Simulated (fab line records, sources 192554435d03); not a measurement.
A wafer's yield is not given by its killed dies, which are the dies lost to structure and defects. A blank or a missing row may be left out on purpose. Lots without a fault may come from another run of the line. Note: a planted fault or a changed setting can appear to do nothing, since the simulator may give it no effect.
Lot-split experiment    flow n5Finfet    21 wafers read from 7 lots, route of 1938 steps

## SPLIT DETAILS
At N5_BEOL_M11_COAT_59 (time 60 s, resist thk 100 nm), the setting spinRpm was moved away from the recipe's 1500 rpm on 6 of the 21 wafers read, by -10.3% to +10.7%. All remaining wafers had this setting at the recipe value.

## FROM THE SPLIT TO THE READING: what the file shows between them, 4 steps
- N5_BEOL_M11_COAT_60: time 60 s, resist thk 30 nm
- N5_BEOL_M11_COAT_05: resist thk 90 nm
- N5_BEOL_M11_DESCUM_16: chemistry O2, time 7.9 s
- N5_BEOL_M11_ETCH_61: etches SiARC in CF4, target depth 39 nm, time 65 s

## THE READING
etch.depthNm (the simulator's own value, which no gauge read), in nm, at N5_BEOL_M11_ETCH_62 (etches SOC in N2/H2, target depth 110 nm, overetch 22 nm, time 165 s). The file does not state a usual value for it. The 15 wafers here that ran the recipe average 100.10 nm, standard deviation 0.21 nm.

wafer   tool, chamber at the split  spinRpm as run, rpm  against the recipe  etch.depthNm, nm  against lot-mates on the recipe
L076.1  lithoTrack-05, 0            1620                 +8.0%               95.86             -4.05
L076.3  lithoTrack-05, 0            1500                 recipe              99.71             -
L076.6  lithoTrack-05, 0            1500                 recipe              100.1             -
L082.2  lithoTrack-03, 0            1554                 +3.6%               98.11             -2.19
L082.4  lithoTrack-03, 0            1554                 +3.6%               98.46             -1.84
L082.5  lithoTrack-03, 0            1500                 recipe              100.3             -
L088.1  lithoTrack-03, 0            1500                 recipe              100.4             -
L088.3  lithoTrack-03, 0            1500                 recipe              100.2             -
L088.4  lithoTrack-03, 0            1500                 recipe              100.2             -
L090.1  lithoTrack-04, 0            1500                 recipe              100.2             -
L090.2  lithoTrack-04, 0            1660                 +10.7%              95.74             -4.46
L090.3  lithoTrack-04, 0            1660                 +10.7%              95.47             -4.73
L092.1  lithoTrack-03, 0            1500                 recipe              100.2             -
L092.3  lithoTrack-03, 0            1346                 -10.3%              106               +5.65
L092.4  lithoTrack-03, 0            1500                 recipe              100.5             -
L091.3  lithoTrack-05, 0            1500                 recipe              99.88             -
L091.4  lithoTrack-05, 0            1500                 recipe              99.98             -
L091.6  lithoTrack-05, 0            1500                 recipe              100.1             -
L096.2  lithoTrack-04, 0            1500                 recipe              99.92             -
L096.3  lithoTrack-04, 0            1500                 recipe              99.76             -
L096.5  lithoTrack-04, 0            1500                 recipe              100.1             -

THE FIT
A straight line over all 21 wafers: etch.depthNm changes by -0.487 nm for each +1% of spinRpm; r = -0.99; the points scatter about the line by 0.37 nm.
The same after taking each lot's own level away (the mean of its wafers on the recipe; 21 wafers): -0.483 nm for each +1%; r = -0.99; scatter 0.29 nm.
According to that fit, moving spinRpm by its largest amount changes the reading by 5.2 nm.
The span of the lots' own levels, 99.905 to 100.350 nm, comes to 2.1 times the standard deviation stated above.
The two slopes are in agreement: the lot-to-lot level therefore moves the slope only a little.
Check: for one of the wafers moved furthest among these (+10.7%), held out of the fit, the line's prediction against its lot-mates is -5.34 nm. Against them it came out at -4.46 nm.

## THESE WAFERS: OTHER SPLITS
Other splits were also applied to these wafers ahead of the reading. Each is held against what the fit with the lots' levels taken away leaves over:
other split on the same wafers  wafers away from the commonest value  r with etch.depthNm (lot level and that fit taken away)
N5_BEOL_M8_ETCH_65 sourceW      4                                     +0.07
N5_BEOL_M9_DESCUM_16 timeS      8                                     +0.13
N5_BEOL_M9_ETCH_62 sourceW      5                                     -0.15
N5_BEOL_M10_PEB_26 pebTimeS     7                                     -0.43
N5_BEOL_M11_PECVD_70 timeS      8                                     -0.29

## THE WHOLE CHAIN: every reading that the file lists as answering this split, in the file's order
step                 what it does                                                          reading                                                                         change (the file's fit)                r (the file's)
N5_BEOL_M11_COAT_59  time 60 s, resist thk 100 nm                                          SOC_of_BEOL_M11_COAT_59.thkNm (the simulator's own value, which no gauge read)  -0.497 nm for each +1% of the setting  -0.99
N5_BEOL_M11_ETCH_62  etches SOC in N2/H2, target depth 110 nm, overetch 22 nm, time 165 s  etch.depthNm (the simulator's own value, which no gauge read)                   -0.496 nm for each +1% of the setting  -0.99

## THE FILE'S OWN FIT
etch.depthNm changes by -0.496 nm for each +1% of spinRpm, r = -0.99.
